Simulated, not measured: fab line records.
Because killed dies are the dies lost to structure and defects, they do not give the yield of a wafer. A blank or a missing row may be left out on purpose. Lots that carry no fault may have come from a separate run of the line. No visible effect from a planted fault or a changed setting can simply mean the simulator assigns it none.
fab line records    flow nand-harc
[record] lots = 6  wafers = 18  last-day = 24
route steps=1159 shown P_START@1 P_ZERO_WELL@2 P_STI@85 END@1159
lots untouched by any fault: they come from a run of this same line in which no faults occurred
start-h: hours from the record's first day to the start of the lot's first wafer shown    wait-h: hours from the lot's prior step to this one    " same as the row above    L1.1+2: a single row standing in for several wafers    - either no value or no given start    * or withheld: withheld    < > ~ a bound
route shown NAME@n: NAME is a module with steps in the file, n the number in the route of the first one    usual: mean and standard deviation over wafers with no fault    same: alike in all rows    chamber/n: place in a boat    sites: readings site by site    _std_site: the values' standard deviation    _edge_site: inner sites' mean taken away from outer sites' mean    radius-mm: for every site, how far away it sits from the centre of the wafer    mask NAME#n: copy n    behind: tool/chamber where the wafer was last shaped    hold: why the lot was held/for how many hours/how that ended    device: the n, p or np transistor that did not switch    end of line: tests of these same wafers at the route's end    a step with no rows: only its recipe    killed: at the first sort, the dies lost to defects and structure; wafer yield is something else    map: dies across one wafer; x = killed, . = not, _ = none there
set.NAME: the setting that was run; set.NAME@STEP: the one run at that earlier step    model.NAME: the simulator's own value behind a step, which no gauge read
lots at some steps of the route; a table a step, a row a wafer
services: when a tool's chamber went out of use (start-h, in hours from the record's first day, below 0 if earlier), for how many hours, and the reason
[[steps]]
[step NHARC_P_START_INSPECT_01]
[usual] raw-defect-count = 3.6/2.3
lot.wafer  tool               chamber  start-h  wait-h  raw-defect-count
L950.1     defect-inspect-01  -        12.04    -       2
L950.4     "                  -        "        "       1
L950.6     "                  -        "        "       4
L954.2     defect-inspect-01  -        36.04    -       3
L954.3     "                  -        "        "       1
L954.6     "                  -        "        "       4
L956.1     defect-inspect-01  -        48.04    -       2
L956.3     "                  -        "        "       0
L956.6     "                  -        "        "       5
L968.3     defect-inspect-01  -        120.05   -       2
L968.4     "                  -        "        "       4
L968.5     "                  -        "        "       1
L970.2     defect-inspect-01  -        132.04   -       1
L970.4     "                  -        "        "       3
L970.5     "                  -        "        "       5
L972.3     defect-inspect-02  -        144.04   -       3
L972.4     "                  -        "        "       2
L972.6     "                  -        "        "       4
[step NHARC_P_ZERO_WELL_PRECLEAN_00]
[recipe] time-s = 600  temp-c = 120  chemistry = SPM
[step NHARC_P_ZERO_WELL_SRD_01]
[step NHARC_P_ZERO_WELL_PECVD_02]
[recipe] target-thk-a = 100  temp-c = 400  pressure-torr = 6.5  rf-w = withheld  teos-flow-sccm = withheld  flow-sccm = 2650  target-thk-nm = 10  gas = O2  material = SiO2
lot.wafer   tool      chamber  start-h  wait-h
L950.1+4+6  pecvd-01  2,2,0    12.44    -
L954.2+3+6  pecvd-01  1,0,1    36.71    -
L956.3+1+6  pecvd-01  2,1,0    48.46    -
L968.3+4+5  pecvd-01  1,2,0    120.46   -
L970.2+5+4  pecvd-02  2,2,1    132.51   -
L972.3+6+4  pecvd-03  1,0,1    144.52   -
[step NHARC_P_ZERO_WELL_DEHYDRATE_03]
[recipe] temp-c = 150  time-s = 120
[step NHARC_P_ZERO_WELL_HMDS_04]
[recipe] time-s = 30
[step NHARC_P_ZERO_WELL_COAT_64]
[recipe] temp-c = 200  time-s = 65
[step NHARC_P_ZERO_WELL_COAT_05]
[recipe] spin-rpm = 2000  resist-thk-nm = 600
[step NHARC_P_ZERO_WELL_SOFTBAKE_06]
[recipe] temp-c = 125  time-s = 70
[step NHARC_P_ZERO_WELL_EBR_07]
[step NHARC_P_ZERO_WELL_EXPOSE_08]
[recipe] na = 0.55  target-cd-nm = 500  dose-mj = 33.8  mask-id = P_ZERO
[step NHARC_P_ZERO_WELL_PEB_09]
[recipe] peb-temp-c = 128  peb-time-s = 80
[step NHARC_P_ZERO_WELL_DEVELOP_10]
[recipe] time-s = 50  dev-temp-c = 22
[step NHARC_P_ZERO_WELL_CD_MEAS_11]
[recipe] target-cd-nm = 500  landing-energy-ev = 500
[usual] cd-nm = 500.2/2.3
lot.wafer  tool       chamber  start-h  wait-h  cd-nm
L950.1     cd-sem-03  0        13.11    -       500.9
L950.4     "          0        "        "       500.8
L950.6     "          0        "        "       504.1
L954.2     cd-sem-02  0        37.51    -       493.2
L954.3     "          0        "        "       498.6
L954.6     "          0        "        "       496.5
L956.1     cd-sem-01  0        49.13    -       501.3
L956.3     "          0        "        "       502.6
L956.6     "          0        "        "       502.2
L968.3     cd-sem-01  0        121.26   -       502.7
L968.4     "          0        "        "       501.7
L968.5     "          0        "        "       503.6
L970.2     cd-sem-01  0        133.30   -       501.0
L970.4     "          0        "        "       500.1
L970.5     "          0        "        "       501.3
L972.3     cd-sem-03  0        145.24   -       500.0
L972.4     "          0        "        "       501.0
L972.6     "          0        "        "       501.5
[step NHARC_P_ZERO_WELL_HARDBAKE_12]
[recipe] temp-c = 118  time-s = 65
[step NHARC_P_ZERO_WELL_DESCUM_13]
[recipe] time-s = 3  o2-flow-sccm = 200  ar-flow-sccm = 0  bias-power-w = 0  chemistry = O2
[usual] drypump-motor-current-A = 5.8/0.41  oes-product-au = 0.997/0.015  rf-vpp-V = 57.6/0.91  showerhead-plenum-p-Torr = 1.88/0.096  throttle-valve-pct = 11.311/0.0093
[same] time-s = 3
lot.wafer  tool         chamber  start-h  wait-h  drypump-motor-current-A  oes-product-au  rf-hours-counter-h  rf-vpp-V  showerhead-plenum-p-Torr  throttle-valve-pct
L950.1     rie-diel-07  3        13.28    -       5.5                      1.017           9                   58.4      1.82                      11.327
L950.6     "            3        "        "       5.5                      1.013           -                   57.0      1.82                      11.310
L950.4     "            1        "        "       5.0                      0.997           -                   57.8      2.06                      11.311
L954.3     rie-diel-07  0        37.68    -       5.8                      0.971           10                  56.6      1.81                      11.318
L954.2     "            2        "        "       5.6                      0.980           11                  55.1      1.80                      11.307
L954.6     "            0        "        "       5.7                      0.978           -                   57.6      1.81                      11.325
L956.3     rie-diel-09  3        49.29    -       5.7                      1.009           10                  56.7      1.96                      11.316
L956.1     "            0        "        "       6.5                      1.003           10                  58.3      1.82                      11.299
L956.6     "            3        "        "       5.7                      1.007           -                   57.7      1.96                      11.314
L968.3     rie-diel-09  3        121.41   -       5.7                      0.991           3                   58.0      1.96                      11.322
L968.4     "            2        "        "       6.1                      1.012           3                   56.3      1.79                      11.315
L968.5     "            3        "        "       5.7                      0.991           -                   57.7      1.96                      11.329
L970.2     rie-diel-07  1        133.47   -       5.0                      0.987           5                   59.1      2.06                      11.302
L970.4     "            2        "        "       5.6                      1.010           6                   57.4      1.80                      11.320
L970.5     "            0        "        "       5.7                      0.970           -                   58.1      1.80                      11.303
L972.3     rie-diel-07  1        145.43   -       5.0                      0.982           6                   58.9      2.06                      11.316
L972.4     "            2        "        "       5.6                      1.012           7                   57.4      1.80                      11.310
L972.6     "            1        "        "       5.0                      0.987           -                   57.7      2.06                      11.313
[step NHARC_P_ZERO_WELL_ETCH_65]
[recipe] target-depth-a = 800  overetch-a = 240  time-s = 87.88  ion-energy-ev = 200  n2-flow-sccm = 150  h2-flow-sccm = 150  ar-flow-sccm = 0  rf-w = 400  bias-w = 150  chemistry = N2/H2
[usual] drypump-motor-current-A = 5.8/0.41  n2-flow-sccm = 150.1/0.42  oes-product-au = 0.997/0.015  rf-vpp-V = 430/3.1  showerhead-plenum-p-Torr = 2.01/0.11  throttle-valve-pct = 14.172/0.0091
[same] time-s = 87.88
lot.wafer  tool         chamber  start-h  wait-h  drypump-motor-current-A  n2-flow-sccm  oes-product-au  rf-hours-counter-h  rf-vpp-V  showerhead-plenum-p-Torr  throttle-valve-pct
L950.1     rie-diel-07  1        13.39    0.1     5.0                      150.3         0.991           9                   435       2.20                      14.159
L950.4     "            3        "        "       5.5                      149.6         1.012           -                   428       1.94                      14.176
L950.6     "            1        "        "       5.0                      150.3         1.000           -                   434       2.20                      14.182
L954.3     rie-diel-07  2        37.77    0.1     5.6                      150.3         0.976           11                  428       1.92                      14.183
L954.2     "            0        "        "       5.7                      151.2         0.970           10                  428       1.92                      14.174
L954.6     "            2        "        "       5.6                      149.8         0.968           -                   426       1.92                      14.173
L956.3     rie-diel-09  3        49.39    0.1     5.7                      149.8         0.996           10                  432       2.09                      14.178
L956.1     "            0        "        "       6.5                      150.4         1.009           10                  428       1.94                      14.163
L956.6     "            0        "        "       6.5                      149.4         1.011           -                   429       1.94                      14.173
L968.3     rie-diel-09  1        121.49   0.1     6.2                      150.0         0.989           3                   434       2.15                      14.167
L968.4     "            2        "        "       6.1                      149.1         0.995           3                   427       1.91                      14.159
L968.5     "            2        "        "       6.1                      149.8         0.989           -                   427       1.91                      14.185
L970.2     rie-diel-07  2        133.54   0.1     5.6                      149.4         1.009           6                   427       1.91                      14.175
L970.4     "            1        "        "       5.0                      149.6         0.983           5                   435       2.20                      14.177
L970.5     "            2        "        "       5.6                      149.8         1.005           -                   427       1.91                      14.162
L972.4     rie-diel-07  1        145.50   0.1     5.0                      149.6         0.995           6                   435       2.20                      14.170
L972.3     "            0        "        "       5.7                      151.0         0.984           7                   427       1.92                      14.182
L972.6     "            2        "        "       5.6                      150.7         1.021           -                   428       1.91                      14.160
[step NHARC_P_ZERO_WELL_ETCH_62]
[recipe] target-depth-a = 130  time-s = 6.5  chf3-flow-sccm = 50  ar-flow-sccm = 200  rf-w = 500  bias-w = 200  chemistry = CHF3/Ar
[usual] drypump-motor-current-A = 5.8/0.42  oes-product-au = 0.959/0.021  rf-vpp-V = 369.8/2.6  showerhead-plenum-p-Torr = 2.31/0.11  throttle-valve-pct = 20.217/0.01
[same] time-s = 6.5
lot.wafer  tool         chamber  start-h  wait-h  drypump-motor-current-A  oes-product-au  rf-hours-counter-h  rf-vpp-V  showerhead-plenum-p-Torr  throttle-valve-pct
L950.1     rie-diel-07  3        -        -       5.6                      0.984           10                  369.7     2.24                      20.235
L950.6     "            1        "        "       5.0                      0.946           -                   374.8     2.52                      20.220
L950.4     "            2        "        "       5.6                      0.930           -                   367.4     2.21                      20.233
L954.2     rie-diel-07  2        -        -       5.6                      0.938           11                  367.4     2.21                      20.209
L954.3     "            3        "        "       5.5                      0.991           11                  367.2     2.23                      20.226
L954.6     "            2        "        "       5.6                      0.946           -                   366.6     2.21                      20.210
L956.3     rie-diel-09  0        -        -       6.5                      0.972           10                  368.0     2.24                      20.237
L956.1     "            3        "        "       5.7                      0.953           10                  371.2     2.40                      20.216
L956.6     "            3        "        "       5.7                      0.965           -                   371.0     2.40                      20.220
L968.4     rie-diel-09  0        -        -       6.5                      0.977           2                   367.2     2.24                      20.212
L968.3     "            1        "        "       6.3                      0.977           3                   374.7     2.46                      20.232
L968.5     "            3        "        "       5.7                      0.952           -                   371.1     2.40                      20.215
L970.2     rie-diel-07  0        -        -       5.7                      0.936           6                   366.7     2.22                      20.228
L970.4     "            2        "        "       5.6                      0.989           6                   368.0     2.21                      20.207
L970.5     "            0        "        "       5.7                      0.927           -                   366.8     2.22                      20.215
L972.3     rie-diel-07  2        -        -       5.6                      0.984           7                   366.7     2.21                      20.228
L972.4     "            3        "        "       5.6                      0.973           7                   368.3     2.23                      20.216
L972.6     "            1        "        "       5.0                      0.944           -                   374.3     2.52                      20.199
[step NHARC_P_ZERO_WELL_ETCH_63]
[recipe] target-depth-a = 1200  time-s = 40.1  hbr-flow-sccm = 150  cl2-flow-sccm = 50  rf-w = 400  icp-w = 400  bias-w = 100  chemistry = HBr/Cl2
[usual] drypump-motor-current-A = 5.7/0.4  oes-product-au = 1.000/0.016  throttle-valve-pct = 26.405/0.0082
[same] time-s = 40.1
lot.wafer  tool       chamber  start-h  wait-h  drypump-motor-current-A  oes-product-au  rf-hours-counter-h  throttle-valve-pct
L950.1     rie-si-01  2        13.56    -       5.6                      1.012           0.5                 26.408
L950.4     "          2        "        "       5.6                      1.017           -                   26.408
L950.6     "          0        "        "       5.8                      0.996           -                   26.406
L954.3     rie-si-01  3        37.96    -       5.0                      0.980           0.9                 26.394
L954.2     "          2        "        "       5.6                      1.027           0.8                 26.412
L954.6     "          2        "        "       5.6                      1.024           -                   26.405
L956.3     rie-si-01  0        49.62    -       5.9                      1.010           1.0                 26.400
L956.1     "          1        "        "       6.4                      0.979           0.3                 26.399
L956.6     "          3        "        "       5.1                      0.982           -                   26.396
L968.4     rie-si-01  1        121.67   -       6.4                      0.968           0.8                 26.394
L968.3     "          0        "        "       5.8                      1.000           1.5                 26.398
L968.5     "          1        "        "       6.4                      0.978           -                   26.396
L970.2     rie-si-02  2        133.73   -       5.5                      1.027           0.7                 26.401
L970.4     "          3        "        "       6.1                      1.013           0.7                 26.418
L970.5     "          1        "        "       5.8                      1.040           -                   26.408
L972.4     rie-si-06  1        145.69   -       4.9                      0.983           1.4                 26.403
L972.3     "          3        "        "       5.8                      1.009           1.2                 26.400
L972.6     "          1        "        "       4.9                      0.975           -                   26.408
[step NHARC_P_ZERO_WELL_STRIP_15]
[recipe] time-s = 900  temp-c = 130  chemistry = SPM
[step NHARC_P_ZERO_WELL_DEHYDRATE_16]
[recipe] temp-c = 150  time-s = 120
[step NHARC_P_ZERO_WELL_HMDS_17]
[recipe] time-s = 30
[step NHARC_P_ZERO_WELL_COAT_18]
[recipe] spin-rpm = withheld
[step NHARC_P_ZERO_WELL_SOFTBAKE_19]
[recipe] temp-c = 122  time-s = 95
[step NHARC_P_ZERO_WELL_EBR_20]
[step NHARC_P_ZERO_WELL_EXPOSE_21]
[recipe] na = 0.6  target-cd-nm = 720  dose-mj = 22.31  mask-id = P_NWELL
[step NHARC_P_ZERO_WELL_PEB_22]
[recipe] peb-temp-c = 118  peb-time-s = 85
[step NHARC_P_ZERO_WELL_DEVELOP_23]
[recipe] time-s = 70
[step NHARC_P_ZERO_WELL_CD_MEAS_24]
[recipe] target-cd-nm = 720  landing-energy-ev = 500
[usual] cd-nm = 720.7/2.2
lot.wafer  tool       chamber  start-h  wait-h  cd-nm
L950.1     cd-sem-03  0        14.52    -       721.3
L950.4     "          0        "        "       722.0
L950.6     "          0        "        "       724.2
L954.2     cd-sem-03  0        38.93    -       718.7
L954.3     "          0        "        "       716.1
L954.6     "          0        "        "       718.3
L956.1     cd-sem-01  0        50.53    -       716.7
L956.3     "          0        "        "       724.5
L956.6     "          0        "        "       718.5
L968.3     cd-sem-02  0        122.60   -       720.1
L968.4     "          0        "        "       721.6
L968.5     "          0        "        "       722.1
L970.2     cd-sem-01  0        134.71   -       719.6
L970.4     "          0        "        "       723.3
L970.5     "          0        "        "       721.6
L972.3     cd-sem-02  0        146.61   -       717.3
L972.4     "          0        "        "       722.1
L972.6     "          0        "        "       722.1
[step NHARC_P_ZERO_WELL_HARDBAKE_25]
[recipe] temp-c = 125  time-s = 80
[step NHARC_P_ZERO_WELL_DESCUM_26]
[recipe] time-s = 3  o2-flow-sccm = 200  ar-flow-sccm = 0  bias-power-w = 0  chemistry = O2
[usual] drypump-motor-current-A = 5.8/0.36  oes-product-au = 0.997/0.013  rf-vpp-V = 57.8/0.85  showerhead-plenum-p-Torr = 1.89/0.093  throttle-valve-pct = 11.313/0.0093
[same] time-s = 3
lot.wafer  tool         chamber  start-h  wait-h  drypump-motor-current-A  oes-product-au  rf-hours-counter-h  rf-vpp-V  showerhead-plenum-p-Torr  throttle-valve-pct
L950.1     rie-diel-07  2        14.70    -       5.7                      0.966           10                  57.6      1.80                      11.320
L950.4     "            2        "        "       5.7                      0.969           -                   56.5      1.80                      11.316
L950.6     "            3        "        "       5.6                      1.008           -                   56.0      1.82                      11.313
L954.3     rie-diel-07  0        39.08    -       5.7                      0.966           10                  58.4      1.81                      11.328
L954.2     "            2        "        "       5.6                      0.983           11                  57.2      1.80                      11.323
L954.6     "            0        "        "       5.7                      0.980           -                   57.2      1.81                      11.321
L956.1     rie-diel-04  2        50.70    -       6.0                      0.994           7                   55.8      1.86                      11.306
L956.3     "            0        "        "       5.8                      0.983           5                   58.0      1.99                      11.306
L956.6     "            2        "        "       6.0                      1.009           -                   58.0      1.86                      11.278
L968.3     rie-diel-07  0        122.75   -       5.8                      0.979           5                   57.2      1.80                      11.337
L968.4     "            2        "        "       5.6                      1.013           5                   56.0      1.80                      11.304
L968.5     "            1        "        "       5.0                      0.983           -                   58.6      2.06                      11.316
L970.2     rie-diel-04  3        134.87   -       6.0                      0.989           1                   58.6      1.98                      11.327
L970.4     "            0        "        "       5.8                      1.006           1                   58.2      1.99                      11.317
L970.5     "            3        "        "       5.9                      0.988           -                   58.9      1.98                      11.314
L972.3     rie-diel-07  3        146.77   -       5.5                      0.998           7                   58.1      1.82                      11.314
L972.4     "            1        "        "       5.0                      1.001           6                   58.0      2.06                      11.320
L972.6     "            3        "        "       5.5                      0.991           -                   57.7      1.82                      11.313
[step NHARC_P_ZERO_WELL_IMPLANT_27]
[recipe] energy-kev = 600  dose-cm2 = 1e+13  tilt-deg = 7
[step NHARC_P_ZERO_WELL_IMPLANT_57]
[recipe] energy-kev = 250  dose-cm2 = 4e+12  tilt-deg = 7
[step NHARC_P_ZERO_WELL_INSPECT_43]
[usual] raw-defect-count = 13/6
lot.wafer  tool               chamber  start-h  wait-h  raw-defect-count
L950.1     defect-inspect-01  -        19.79    0.6     10
L950.4     "                  -        "        "       2
L950.6     "                  -        "        "       15
L954.2     defect-inspect-02  -        43.92    0.5     410
L954.3     "                  -        "        "       434
L954.6     "                  -        "        "       442
L956.1     defect-inspect-02  -        55.69    0.6     446
L956.3     "                  -        "        "       427
L956.6     "                  -        "        "       395
L968.3     defect-inspect-01  -        127.73   0.4     6
L968.4     "                  -        "        "       11
L968.5     "                  -        "        "       6
L970.2     defect-inspect-02  -        139.85   0.5     10
L970.4     "                  -        "        "       7
L970.5     "                  -        "        "       14
L972.3     defect-inspect-02  -        151.64   0.4     7
L972.4     "                  -        "        "       6
L972.6     "                  -        "        "       9
[step NHARC_P_STI_INSPECT_11]
[usual] raw-defect-count = 6/3
lot.wafer  tool               chamber  start-h  wait-h  raw-defect-count
L950.1     defect-inspect-02  -        40.23    0.0     4
L950.4     "                  -        "        "       8
L950.6     "                  -        "        "       3
L954.2     defect-inspect-01  -        56.08    0.0     397
L954.3     "                  -        "        "       426
L954.6     "                  -        "        "       422
L956.1     defect-inspect-01  -        71.71    0.0     448
L956.3     "                  -        "        "       415
L956.6     "                  -        "        "       388
L968.3     defect-inspect-02  -        146.91   0.0     8
L968.4     "                  -        "        "       5
L968.5     "                  -        "        "       4
L970.2     defect-inspect-02  -        155.20   0.0     3
L970.4     "                  -        "        "       6
L970.5     "                  -        "        "       6
L972.3     defect-inspect-02  -        167.14   0.0     2
L972.4     "                  -        "        "       5
L972.6     "                  -        "        "       5
[step NHARC_END_SORT_01]
[recipe] temp-c = 25
[usual] killed-at-array = 29/10  killed-at-other = 0.7/1  killed-at-periphery = 3.7/2.6  killed-dies = 33/10  killed-open = 3.4/1.8  killed-short = 1.8/1.3
[same] gross-dies = 677
lot.wafer  tool       chamber  start-h  wait-h  killed-at-array  killed-at-other  killed-at-periphery  killed-dies  killed-open  killed-short
L954.2     prober-02  0        449.53   2.8     22               1                34                   57           3            2
L954.3     prober-02  0        450.31   3.1     18               0                43                   61           2            4
L954.6     prober-02  0        452.67   3.9     24               0                39                   63           5            1
L956.1     prober-01  0        471.38   2.5     17               0                43                   60           5            3
L956.3     prober-01  0        472.99   3.1     10               1                41                   52           5            2
L956.6     prober-01  0        475.42   4.0     20               0                48                   68           5            0
// killed by level:class
L954.2 P_ZERO_WELL:unspecified=33 A_SLIT:chamber-film-flake=10 A_STAIRCASE:chamber-film-flake=6 A_CHANNEL_FILL_D1:geometric-particle:open=1 A_SGD_CUT:geometric-particle:short=1 A_SGD_CUT:geometric-particle:open=1 A_CONTACT:geometric-particle:short=1 STARTING-WAFER:geometric-particle:open=1
L954.3 P_ZERO_WELL:unspecified=40 A_SLIT:chamber-film-flake=8 A_STAIRCASE:chamber-film-flake=2 A_ZERO_WELL:chamber-film-flake=2 A_CHANNEL_HOLE_D1:chamber-film-flake=2 P_CONTACT:geometric-particle:short=1 P_M0:geometric-particle:open=1 A_CHANNEL_FILL_D1:geometric-particle:open=1
L954.6 P_ZERO_WELL:unspecified=38 A_SLIT:chamber-film-flake=11 A_STAIRCASE:chamber-film-flake=3 A_CHANNEL_HOLE_D1:chamber-film-flake=2 A_BLC:chamber-film-flake=2 P_M0:geometric-particle:open=1 A_ONON_D1:geometric-particle:open=1 A_CHANNEL_FILL_D1:geometric-particle:open=1
L956.1 P_ZERO_WELL:unspecified=39 A_CHANNEL_HOLE_D1:chamber-film-flake=4 A_SLIT:chamber-film-flake=3 P_ZERO_WELL:chamber-film-flake=2 P_GATE:geometric-particle:open=1 A_SOURCE_PLATE:geometric-particle:open=1 A_CHANNEL_HOLE_D1:geometric-particle:open=1 A_CHANNEL_FILL_D1:geometric-particle:open=1
L956.3 P_ZERO_WELL:unspecified=33 A_SLIT:chamber-film-flake=5 P_STI:chamber-film-flake=3 P_CONTACT:geometric-particle:open=2 A_STAIRCASE:chamber-film-flake=2 A_CONTACT:chamber-film-flake=2 P_STI:geometric-particle:short=1 P_GATE:geometric-particle:open=1
L956.6 P_ZERO_WELL:unspecified=43 A_SLIT:chamber-film-flake=12 P_STI:chamber-film-flake=2 P_M1:chamber-film-flake=2 A_STAIRCASE:chamber-film-flake=2 P_M0:geometric-particle:open=1 A_CHANNEL_HOLE_D1:geometric-particle:open=1 A_SGD_CUT:geometric-particle:open=1
// map L954.6 (x killed, . not)
____________.____________
_________......._________
_______.....x....._______
______.............______
_____........x......_____
____.........xx......____
____.........x.xxx...____
___.............x.....___
___...........x..x....___
__............xx.......__
__.............x.......__
_............x.........._
_......................._
_.........x............._
_......................._
_........x.............._
...................x.....
.........................
.x.......................
..........x..............
.....x..x.....x..........
_......................._
_......................._
_.........x............._
_......................._
_....x.................._
__x.x..................__
__xxxxx................__
___xxxx...............___
___xxxxx.x............___
____xxxxx............____
____xxxxx............____
_____xxxx..........x_____
______xxxx.........______
_______xx........._______
_________......._________
____________.____________
// map L956.6 (x killed, . not)
____________.____________
_________......._________
_______.........xx_______
______.............______
_____..............._____
____...........x.x...____
____............x....____
___...........x.x.....___
___..............x....___
__...............x.....__
__............xx.......__
_......x......x........._
_............x.........._
_..............x........_
_....................x.._
_......................._
................x....x...
.........................
.........................
.........................
...x.....................
_......................._
_.......x.......x......._
_....................x.._
_..................xxx.x_
_................x.x.xx._
__.............x.xxxxxx__
__...............xxxxxx__
___..............xxxxx___
___............x.xxxxx___
____.............x.xx____
____..xx.........xxxx____
_____.............xx_____
______x..........xx______
_______..........._______
_________......._________
____________.____________
[[services]]
tool         chamber  start-h  hours  kind
rie-si-01    1        1.30     40.0   repair
rie-diel-07  0        5.88     -      clean
rie-diel-07  1        5.88     -      clean
rie-si-06    -        6.00     9.0    pm
rie-diel-07  0        11.66    6.4    repair
pecvd-01     -        21.71    1.7    repair
rie-diel-07  2        22.20    8.6    repair
rie-diel-07  1        31.13    11.4   repair
rie-diel-09  2        33.49    16.7   repair
rie-si-02    -        34.00    9.0    pm
rie-si-06    0        42.94    3.0    repair
rie-si-06    -        45.21    0.2    repair
rie-diel-07  1        46.60    19.3   repair
pecvd-01     0        50.03    4.3    repair
rie-diel-07  -        51.67    9.0    pm
rie-diel-04  0        55.71    15.7   repair
pecvd-01     -        56.00    13.0   pm
rie-diel-09  -        77.10    9.0    pm
rie-diel-04  -        98.95    0.2    repair
pecvd-03     -        111.64   13.0   pm
rie-diel-04  -        111.90   9.0    pm
pecvd-02     1        117.31   6.2    repair
rie-si-01    -        127.00   9.0    pm
rie-si-02    1        144.76   11.7   repair
[[key]]
[first-sign] step = NHARC_P_ZERO_WELL_INSPECT_43  reading = raw-defect-count  direction = up  sigmas = 69  usual = 13  struck = 426
[effect] step = NHARC_P_STI_INSPECT_11  reading = raw-defect-count  direction = up  sigmas = 99+  usual = 6  struck = 416
[effect] step = NHARC_END_SORT_01  reading = killed-at-periphery  direction = up  sigmas = 15  usual = 3.7  struck = 41.3
[more-kills-born-at] NHARC_P_ZERO_WELL_PECVD_02@pecvd-01 = 226
met-at NHARC_P_ZERO_WELL_PECVD_02
struck-wafers L954.2,L954.3,L954.6,L956.1,L956.3,L956.6
tester-left-out L954,L956
onset-between 12.44 36.71
[fault] kind = chamber-particle-source  tool = pecvd-01  chamber = -  onset-h = 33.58  steps = NHARC_P_ZERO_WELL_PECVD_02  rate-per-visit-cm2 = 0.65238  end-h = 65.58
// tester-left-out: of these lots the tester's yield and bins aren't shown, on N5 and GAA mostly nor the transistor test; their killed dies are dies lost to structure and defects alone, not to doping, threshold or leakage, so they don't give the yield
